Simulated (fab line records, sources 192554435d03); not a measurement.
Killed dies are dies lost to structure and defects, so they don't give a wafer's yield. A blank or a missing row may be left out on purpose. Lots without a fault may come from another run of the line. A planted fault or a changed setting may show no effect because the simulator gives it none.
fab line records | flow n5_finfet
record lots=14 wafers=40 last_day=17
route steps=1938 shown BEOL_M14@1771 BEOL_M15@1787
lots that met no fault: from a run of the same line without faults
start_h: hours from the record's first day to the start of the lot's first wafer shown | wait_h: hours since the lot's step before | " the same as in the row above | L1.1+2: a row that stands for several wafers | - no value, or no start given | * or withheld: withheld | < > ~ a bound
route shown NAME@n: a module of which the file shows steps, and the number in the route of the first | usual: mean/standard deviation of fault-free wafers | same: alike in all rows | chamber/n: place in a boat | sites: the reading at each site | _std_site: their standard deviation | _edge_site: outer sites' mean less inner sites' | radius_mm: how far each site lies from the wafer's centre | mask NAME#n: copy n | behind: the tool/chamber that last shaped the wafer | hold: why the lot was held/for how many hours/how that ended | device: the transistor (n, p or np) that didn't switch | end of line: the same wafers' tests at the end of the route | a step without rows: its recipe alone | killed: dies lost to structure and defects at the first sort, not the wafer's yield | map: a wafer's dies, x killed, . not, _ none there
set.NAME: the setting as run; set.NAME@STEP: as run at that earlier step | model.NAME: the simulator's own value behind a step, which no gauge read
steps of the route over a sample of lots; a table a step, a row a wafer
services: from which hour (start_h, from the record's first day; less than 0 if before it) a tool's chamber was out of use, for how many hours, and why
## steps
# step N5_BEOL_M14_RS_MEAS_54
# recipe thk_meas_gauge=four-point-probe reads=Cu_of_BEOL_M14_ECD_47+Ta_of_BEOL_M14_SPUTTER_44+TaN_of_BEOL_M14_SPUTTER_43
# usual M14_RS=0.0332/0.0013
# columns lot.wafer tool chamber start_h wait_h M14_RS[ohm/sq]
L971.3 film_metro-02 - 251.55 0.1 0.0304
L971.4 " - " " 0.0346
L971.6 " - " " 0.0302
L973.1 film_metro-02 - 270.19 0.0 0.0348
L973.5 " - " " 0.0348
L973.6 " - " " 0.0320
L972.3 film_metro-01 - 276.81 0.1 0.0319
L972.4 " - " " 0.0335
L972.6 " - " " 0.0314
L976.1 film_metro-02 - 303.90 0.0 0.0318
L976.2 " - " " 0.0310
L976.5 " - " " 0.0316
L980.1 film_metro-02 - 313.19 0.1 0.0345
L980.4 " - " " 0.0342
L980.5 " - " " 0.0341
L981.5 film_metro-01 - 333.90 0.0 0.0338
L981.6 " - " " 0.0324
L983.2 film_metro-01 - 334.17 0.1 0.0333
L983.4 " - " " 0.0338
L983.6 " - " " 0.0344
L982.1 film_metro-02 - 339.54 0.0 0.0318
L982.4 " - " " 0.0346
L982.5 " - " " 0.0318
L985.3 film_metro-02 - 345.46 0.1 0.0342
L985.6 " - " " 0.0338
L986.1 film_metro-02 - 351.96 0.1 0.0339
L986.2 " - " " 0.0348
L986.6 " - " " 0.0340
L990.1 film_metro-02 - 369.53 0.0 0.0343
L990.4 " - " " 0.0319
L990.5 " - " " 0.0318
L989.1 film_metro-02 - 369.72 0.0 0.0337
L989.2 " - " " 0.0318
L989.4 " - " " 0.0313
L992.1 film_metro-01 - 382.45 0.0 0.0302
L992.2 " - " " 0.0332
L992.6 " - " " 0.0325
L991.1 film_metro-01 - 386.74 0.1 0.0319
L991.2 " - " " 0.0335
L991.3 " - " " 0.0346
# step N5_BEOL_M15_ETCH_59
# recipe chemistry=N2/H2 target=BARC target_depth_a=890 overetch_a=267 time_s=67.9 ion_energy_ev=200 pressure_mtorr=30 source_w=840 bias_w=150 n2_flow_sccm=200 h2_flow_sccm=200
# usual bias_w=150.0/0.47 chamber_pressure_mTorr=30.000/0.027 drypump_motor_current_A=5.8/0.48 n2_flow_sccm=200.1/0.56 oes_product_au=0.66/0.058 rf_vpp_V=523.1/1.9 showerhead_plenum_p_Torr=2.51/0.052 throttle_valve_pct=17.87/0.28
# columns lot.wafer tool chamber start_h wait_h bias_w chamber_pressure_mTorr drypump_motor_current_A n2_flow_sccm oes_product_au rf_hours_counter_h rf_vpp_V showerhead_plenum_p_Torr throttle_valve_pct
L971.3 rie_diel-02 1 252.54 0.0 150.3 30.027 5.7 199.8 0.67 111 520.1 2.45 17.86
L971.4 " 2 " " 149.8 29.976 6.5 199.7 0.60 184 522.9 2.51 17.92
L971.6 " 0 " " 149.4 30.054 5.4 200.4 0.73 - 521.8 2.50 17.55
L973.1 rie_diel-05 2 271.06 0.0 150.0 30.007 5.9 199.8 0.67 129 525.3 2.53 17.53
L973.5 " 1 " " 149.2 30.013 5.7 199.6 0.62 - 526.2 2.61 17.66
L973.6 " 2 " " 150.2 29.983 5.9 199.8 0.67 - 524.5 2.53 17.53
L972.3 rie_diel-05 3 277.67 0.0 149.2 30.000 6.4 200.8 0.67 114 521.6 2.47 18.26
L972.4 " 3 " " 149.5 29.976 6.4 200.0 0.67 - 521.3 2.47 18.26
L972.6 " 1 " " 149.8 29.990 5.7 199.4 0.61 - 526.1 2.60 17.65
L976.1 rie_diel-05 2 305.45 0.0 149.5 29.969 5.9 199.6 0.66 141 523.7 2.53 17.56
L976.2 " 1 " " 150.5 30.003 5.7 199.6 0.61 204 526.3 2.60 17.68
L976.5 " 2 " " 150.0 29.990 5.9 199.6 0.66 - 523.2 2.53 17.57
L980.1 rie_diel-05 1 314.05 0.0 150.3 30.030 5.6 201.3 0.61 208 527.9 2.60 17.69
L980.4 " 2 " " 149.8 30.037 5.9 200.8 0.66 145 524.2 2.53 17.56
L980.5 " 1 " " 150.6 30.063 5.6 201.6 0.60 - 525.7 2.60 17.69
L981.5 rie_diel-05 3 334.98 0.0 149.0 29.997 6.4 199.9 0.66 - 521.5 2.46 18.28
L981.6 " 0 " " 150.0 29.983 5.8 200.2 0.78 - 521.9 2.49 17.61
L983.2 rie_diel-02 3 335.30 0.0 150.8 29.983 5.4 198.9 0.61 208 523.0 2.54 18.34
L983.4 " 1 " " 150.2 29.977 5.7 199.6 0.65 136 520.1 2.44 17.91
L983.6 " 0 " " 150.0 30.018 5.4 200.2 0.70 - 521.3 2.49 17.57
L982.1 rie_diel-02 1 340.28 0.0 149.7 30.000 5.7 200.5 0.65 138 522.9 2.44 17.90
L982.4 " 2 " " 149.9 30.037 6.4 200.5 0.59 210 523.5 2.50 17.99
L982.5 " 1 " " 150.1 29.999 5.7 200.1 0.64 - 521.4 2.44 17.92
L985.3 rie_diel-05 1 346.72 0.0 150.6 30.005 5.7 200.6 0.60 217 527.3 2.59 17.70
L985.6 " 1 " " 150.4 30.032 5.7 201.0 0.60 - 527.1 2.59 17.71
L986.1 rie_diel-02 2 353.17 0.0 149.6 29.999 6.4 200.7 0.58 214 523.1 2.50 18.00
L986.2 " 1 " " 149.9 30.035 5.7 199.2 0.65 142 520.8 2.44 17.92
L986.6 " 2 " " 150.0 30.060 6.4 200.1 0.58 - 522.9 2.50 17.98
L990.1 rie_diel-03 2 370.82 0.0 150.6 30.003 5.8 200.8 0.75 28 524.8 2.58 17.51
L990.4 " 3 " " 150.8 29.983 6.6 200.5 0.65 141 524.8 2.55 17.82
L990.5 " 0 " " 150.0 30.033 5.3 200.4 0.66 - 521.4 2.45 17.95
L989.1 rie_diel-02 1 370.84 0.0 149.4 29.965 5.7 199.4 0.64 147 521.4 2.43 17.94
L989.2 " 2 " " 150.4 29.996 6.4 200.5 0.58 219 523.4 2.50 18.01
L989.4 " 2 " " 150.3 29.985 6.5 200.1 0.58 - 522.7 2.50 18.00
L992.1 rie_diel-02 1 383.31 0.0 149.7 30.021 5.7 201.5 0.65 151 521.5 2.43 17.94
L992.2 " 3 " " 150.1 30.004 5.4 200.2 0.60 224 523.6 2.54 18.39
L992.6 " 3 " " 150.8 29.992 5.4 200.3 0.60 - 521.2 2.54 18.40
L991.1 rie_diel-05 1 387.87 0.0 148.9 30.001 5.7 200.4 0.59 231 525.8 2.59 17.73
L991.2 " 3 " " 150.2 29.967 6.4 199.7 0.65 151 521.7 2.45 18.32
L991.3 " 0 " " 150.2 30.020 5.9 199.0 0.75 31 523.6 2.48 17.63
# step N5_BEOL_M15_VIA_ETCH_16
# recipe chemistry=C4F8/O2/Ar target=SiO2 he_inner_torr=15 he_outer_torr=30 target_depth_a=17922 time_s=withheld ion_energy_ev=800 pressure_mtorr=20 source_w=1905 bias_w=2040 Ar_flow_sccm=400 C4F8_flow_sccm=16 O2_flow_sccm=12 ends=cleared
# usual C4F8_flow_sccm=16.00/0.048 O2_flow_sccm=12.00/0.034 drypump_motor_current_A=5.8/0.48 he_inner_torr=15.00/0.033 oes_o_777_au=0.78/0.075 oes_product_au=0.70/0.067 rf_vpp_V=2237/41 showerhead_plenum_p_Torr=3.39/0.061 throttle_valve_pct=30.74/0.26
# columns lot.wafer tool chamber start_h wait_h C4F8_flow_sccm O2_flow_sccm drypump_motor_current_A he_inner_torr oes_o_777_au oes_product_au rf_vpp_V showerhead_plenum_p_Torr throttle_valve_pct
L971.3 rie_diel-02 1 252.59 0.0 16.02 12.03 5.7 15.07 0.81 0.70 2232 3.33 30.85
L971.4 " 2 " " 16.02 11.97 6.4 15.00 0.71 0.62 2228 3.42 30.86
L971.6 " 0 " " 16.01 12.03 5.4 14.95 0.91 0.77 2290 3.37 30.49
L973.1 rie_diel-05 2 271.11 0.0 16.10 12.05 5.9 15.04 0.82 0.72 2163 3.44 30.51
L973.5 " 1 " " 16.12 12.03 5.7 14.98 0.73 0.64 2175 3.51 30.51
L973.6 " 2 " " 15.97 11.94 5.9 14.98 0.81 0.71 2165 3.44 30.50
L972.3 rie_diel-05 3 277.72 0.0 16.01 12.01 6.4 14.98 0.79 0.72 2227 3.36 31.38
L972.4 " 3 " " 16.02 11.99 6.4 15.04 0.80 0.71 2229 3.36 31.39
L972.6 " 1 " " 16.04 12.01 5.7 14.99 0.73 0.64 2174 3.51 30.49
L976.1 rie_diel-05 2 305.50 0.0 16.05 11.98 5.9 14.99 0.81 0.71 2161 3.43 30.54
L976.2 " 1 " " 15.98 11.99 5.7 15.03 0.71 0.63 2174 3.51 30.52
L976.5 " 2 " " 16.07 11.97 5.9 15.02 0.81 0.70 2164 3.43 30.50
L980.1 rie_diel-05 1 314.10 0.0 15.95 12.04 5.7 15.01 0.71 0.63 2174 3.50 30.52
L980.4 " 2 " " 16.07 11.95 5.9 15.01 0.80 0.70 2162 3.43 30.53
L980.5 " 1 " " 15.97 12.01 5.7 14.99 0.72 0.63 2174 3.50 30.51
L981.5 rie_diel-05 3 335.13 0.1 15.96 12.02 6.4 15.00 0.78 0.69 2227 3.35 31.42
L981.6 " 0 " " 16.02 12.04 5.8 15.01 0.87 0.83 2265 3.38 30.56
L983.2 rie_diel-02 3 335.35 0.0 16.00 11.99 5.4 15.01 0.68 0.65 2278 3.36 30.75
L983.4 " 1 " " 15.93 11.99 5.7 14.99 0.78 0.69 2230 3.32 30.88
L983.6 " 0 " " 16.00 12.02 5.4 14.98 0.87 0.76 2289 3.36 30.52
L982.1 rie_diel-02 1 340.33 0.0 - - - - - - - - -
L982.4 " 2 " " - - - - - - - - -
L982.5 " 1 " " - - - - - - - - -
L985.3 rie_diel-05 1 346.77 0.0 - - - - - - - - -
L985.6 " 1 " " - - - - - - - - -
L986.1 rie_diel-02 2 353.22 0.0 15.98 12.03 6.4 14.99 0.69 0.61 2227 3.40 30.90
L986.2 " 1 " " 16.00 12.03 5.7 14.97 0.77 0.68 2230 3.31 30.87
L986.6 " 2 " " 15.97 11.97 6.4 14.99 0.70 0.61 2226 3.40 30.91
L990.1 rie_diel-03 2 370.87 0.0 15.94 11.99 5.7 14.95 0.91 0.79 2208 3.49 30.48
L990.4 " 3 " " 16.00 11.99 6.6 15.00 0.77 0.69 2201 3.41 30.50
L990.5 " 0 " " 15.94 12.02 5.3 14.99 0.81 0.70 2275 3.32 31.00
L989.1 rie_diel-02 1 370.89 0.0 15.94 11.98 5.7 15.02 0.77 0.68 2229 3.31 30.90
L989.2 " 2 " " 15.93 12.03 6.4 14.98 0.69 0.60 2227 3.40 30.91
L989.4 " 2 " " 15.90 11.94 6.5 14.95 0.69 0.61 2228 3.40 30.90
L992.1 rie_diel-02 1 383.36 0.0 16.00 11.98 5.7 14.95 0.76 0.67 2229 3.31 30.90
L992.2 " 3 " " 16.03 12.01 5.4 14.98 0.68 0.63 2277 3.35 30.77
L992.6 " 3 " " 16.06 12.04 5.4 14.96 0.68 0.63 2277 3.35 30.77
L991.1 rie_diel-05 1 387.92 0.0 15.99 12.02 5.6 14.96 0.70 0.63 2173 3.49 30.55
L991.2 " 3 " " 16.05 12.04 6.4 14.99 0.77 0.70 2228 3.34 31.45
L991.3 " 0 " " 15.94 12.00 5.9 14.96 0.83 0.80 2262 3.37 30.56
# step N5_BEOL_M15_STRIP_63
# recipe chemistry=O2 power_w=600 temp_c=60 pressure_mtorr=30 rf_frequency_hz=6e+07 bias_power_w=0 overash_fraction=0.3 o2_flow_sccm=225
# usual drypump_motor_current_A=5.8/0.48 oes_product_au=0.77/0.072 rf_vpp_V=3.7/0.77 showerhead_plenum_p_Torr=2.08/0.046 throttle_valve_pct=16.68/0.26
# columns lot.wafer tool chamber start_h wait_h drypump_motor_current_A oes_product_au rf_hours_counter_h rf_vpp_V showerhead_plenum_p_Torr throttle_valve_pct
L971.3 rie_diel-02 1 - - 5.7 0.78 112 3.8 2.02 16.54
L971.4 " 2 " " 6.4 0.71 184 4.3 2.12 17.04
L971.6 " 0 " " 5.4 0.85 - 3.0 2.07 16.31
L973.1 rie_diel-05 2 - - 5.9 0.77 129 4.1 2.12 16.56
L973.5 " 1 " " 5.7 0.70 - 2.7 2.16 16.53
L973.6 " 2 " " 5.9 0.78 - 3.7 2.12 16.54
L972.3 rie_diel-05 3 - - 6.4 0.80 114 3.8 2.05 16.97
L972.4 " 3 " " 6.4 0.80 - 3.8 2.05 16.96
L972.6 " 1 " " 5.6 0.71 - 4.0 2.16 16.56
L976.1 rie_diel-05 2 - - 5.9 0.77 142 2.9 2.11 16.59
L976.2 " 1 " " 5.7 0.69 204 3.4 2.15 16.56
L976.5 " 2 " " 5.9 0.77 - 2.8 2.11 16.58
L980.1 rie_diel-05 1 - - 5.6 0.70 208 5.2 2.15 16.59
L980.4 " 2 " " 5.9 0.77 145 4.2 2.11 16.57
L980.5 " 1 " " 5.6 0.70 - 3.4 2.15 16.56
L981.5 rie_diel-05 3 - - 6.4 0.77 - 4.6 2.04 17.00
L981.6 " 0 " " 5.8 0.93 - 3.4 2.03 16.20
L983.2 rie_diel-02 3 - - 5.4 0.72 208 2.9 2.08 16.99
L983.4 " 1 " " 5.7 0.75 136 4.1 2.01 16.58
L983.6 " 0 " " 5.4 0.81 - 3.6 2.06 16.40
L982.1 rie_diel-02 1 - - 5.7 0.75 138 2.7 2.01 16.60
L982.4 " 2 " " 6.4 0.68 210 5.4 2.11 17.11
L982.5 " 1 " " 5.7 0.74 - 2.5 2.01 16.58
L985.3 rie_diel-05 1 - - 5.6 0.69 218 5.5 2.15 16.59
L985.6 " 1 " " 5.6 0.68 - 3.2 2.15 16.61
L986.1 rie_diel-02 2 - - 6.4 0.68 214 4.6 2.11 17.09
L986.2 " 1 " " 5.7 0.75 142 2.8 2.01 16.61
L986.6 " 2 " " 6.5 0.68 - 3.0 2.11 17.11
L990.1 rie_diel-03 2 - - 5.8 0.88 28 3.9 2.16 16.45
L990.4 " 3 " " 6.6 0.76 141 4.7 2.11 16.60
L990.5 " 0 " " 5.3 0.78 - 2.9 2.03 16.80
L989.1 rie_diel-02 1 - - 5.7 0.74 147 3.8 2.01 16.61
L989.2 " 2 " " 6.5 0.68 220 5.4 2.10 17.11
L989.4 " 2 " " 6.5 0.67 - 3.1 2.11 17.13
L992.1 rie_diel-02 1 - - 5.7 0.74 152 3.6 2.00 16.60
L992.2 " 3 " " 5.4 0.70 224 4.5 2.07 17.01
L992.6 " 3 " " 5.4 0.70 - 3.2 2.07 17.01
L991.1 rie_diel-05 1 - - 5.7 0.69 232 5.0 2.14 16.65
L991.2 " 3 " " 6.4 0.77 151 3.9 2.03 17.04
L991.3 " 0 " " 5.8 0.90 31 2.4 2.03 16.21
# step N5_BEOL_M15_CD_MEAS_17
# recipe target_cd_nm=360 polarity=opening
# usual cd_nm=361.1/2.6
# columns lot.wafer tool chamber start_h wait_h cd_nm
L971.3 cd_sem-01 - 253.00 0.0 361.2
L971.4 " - " " 358.6
L971.6 " - " " 359.4
L973.1 cd_sem-02 - 271.52 0.0 361.5
L973.5 " - " " 361.7
L973.6 " - " " 366.3
L972.3 cd_sem-02 - 278.14 0.0 359.3
L972.4 " - " " 361.5
L972.6 " - " " 360.9
L976.1 cd_sem-01 - 305.91 0.0 366.8
L976.2 " - " " 360.4
L976.5 " - " " 366.1
L980.1 cd_sem-01 - 314.51 0.0 360.7
L980.4 " - " " 363.0
L980.5 " - " " 361.0
L981.5 cd_sem-01 - 335.43 0.0 361.8
L981.6 " - " " 359.8
L983.2 cd_sem-02 - 335.76 0.0 362.4
L983.4 " - " " 361.0
L983.6 " - " " 361.8
L982.1 cd_sem-01 - 340.74 0.0 -
L982.4 " - " " -
L982.5 " - " " -
L985.3 cd_sem-02 - 347.19 0.0 -
L985.6 " - " " -
L986.1 cd_sem-02 - 353.63 0.0 360.0
L986.2 " - " " 360.5
L986.6 " - " " 356.8
L990.1 cd_sem-01 - 371.29 0.0 365.5
L990.4 " - " " 361.3
L990.5 " - " " 366.1
L989.1 cd_sem-02 - 371.31 0.0 357.3
L989.2 " - " " 358.7
L989.4 " - " " 358.2
L992.1 cd_sem-02 - 383.77 0.0 362.2
L992.2 " - " " 357.2
L992.6 " - " " 359.6
L991.1 cd_sem-03 - 388.33 0.0 360.0
L991.2 " - " " 361.5
L991.3 " - " " 360.6
## services
# columns tool chamber start_h hours kind
rie_diel-02 - 249.58 2.8 pm
rie_diel-03 2 261.75 - clean
rie_diel-03 2 261.75 - consumable_replace:focus_ring
rie_diel-03 2 261.75 24.2 scheduled_down
rie_diel-03 2 261.75 24.2 vent_cycle
rie_diel-05 0 269.66 - clean
rie_diel-05 0 269.66 - consumable_replace:focus_ring
rie_diel-05 0 269.66 24.8 scheduled_down
rie_diel-05 0 269.66 24.8 vent_cycle
rie_diel-05 2 348.81 20.3 repair
## key
first_sign step=N5_BEOL_M15_VIA_ETCH_16 reading=tool_record direction=missing
effect step=N5_BEOL_M15_CD_MEAS_17 reading=cd_nm direction=missing
met_at N5_BEOL_M15_VIA_ETCH_16
struck_lots L982,L985
later_rows_left_out L982.1,L982.4,L982.5,L985.3,L985.6
sort_left_out L982.1,L982.4,L982.5,L985.3,L985.6
not_acting_at N5_BEOL_M14_RS_MEAS_54,N5_BEOL_M15_ETCH_59,N5_BEOL_M15_STRIP_63
onset_between 335.35 340.33
fault kind=skipped_step_whole tool=rie_diel-02,rie_diel-05 chamber=- onset_h=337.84 steps=N5_BEOL_M15_VIA_ETCH_16 scope=struck_lots_only
# sort_left_out: the simulated sort isn't trusted on such a fault, so these wafers' sort isn't shown, and their yield isn't known
# later_rows_left_out: the simulator's readings of these wafers behind a module that went badly wrong aren't trusted and aren't shown, but for the sort
